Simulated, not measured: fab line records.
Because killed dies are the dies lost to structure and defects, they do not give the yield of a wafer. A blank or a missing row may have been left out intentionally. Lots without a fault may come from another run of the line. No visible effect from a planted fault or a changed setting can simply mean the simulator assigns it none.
Matching of chambers	flow n5Finfet	N5_FIN_SAQP_ALD_61 on aldSin-03: 4 sister chambers
The step deposits SiO2, target thk 4 nm, pulse time 1 s, purge time 2 s. 4 wafers are shown with their chamber, then 8 later ones without.

## WAFERS PAIRED WITH THEIR CHAMBERS
wafer	chamber	heaterPowerW (W)
L086.1	2	419
L086.2	1	464
L086.3	3	499
L089.1	0	476

## WAFERS WHOSE CHAMBER IS MISSING
wafer	heaterPowerW (W)
L089.4	457
L089.6	498
L093.2	427
L093.4	470
L093.6	493
L097.1	480
L097.3	503
L097.6	498

## WHICH CHAMBER EACH WENT THROUGH
wafer	from the rows above	in truth
L089.4	1	1
L089.6	3	3
L093.2	2	2
L093.4	can't be placed: 0 or 1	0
L093.6	3	3
L097.1	0	0
L097.3	3	3
L097.6	3	3
Correctly placed: 7 of 8. These rows do not allow placing 1 (true chamber among the candidates in 1). Wrongly placed: 0.
How it was worked out, from the rows above alone: a wafer's distance from a chamber is the root of the sum, over the readings, of the square of ((its reading less the chamber's mean) divided by the reading's scatter). The wafer belongs to the nearest chamber; if the next one is less than 2 further off, it can't be placed. Each chamber's mean is taken over the wafers shown for it. The scatter: root of mean squared gap, hidden wafer to nearest shown wafer, with one shown wafer a chamber.
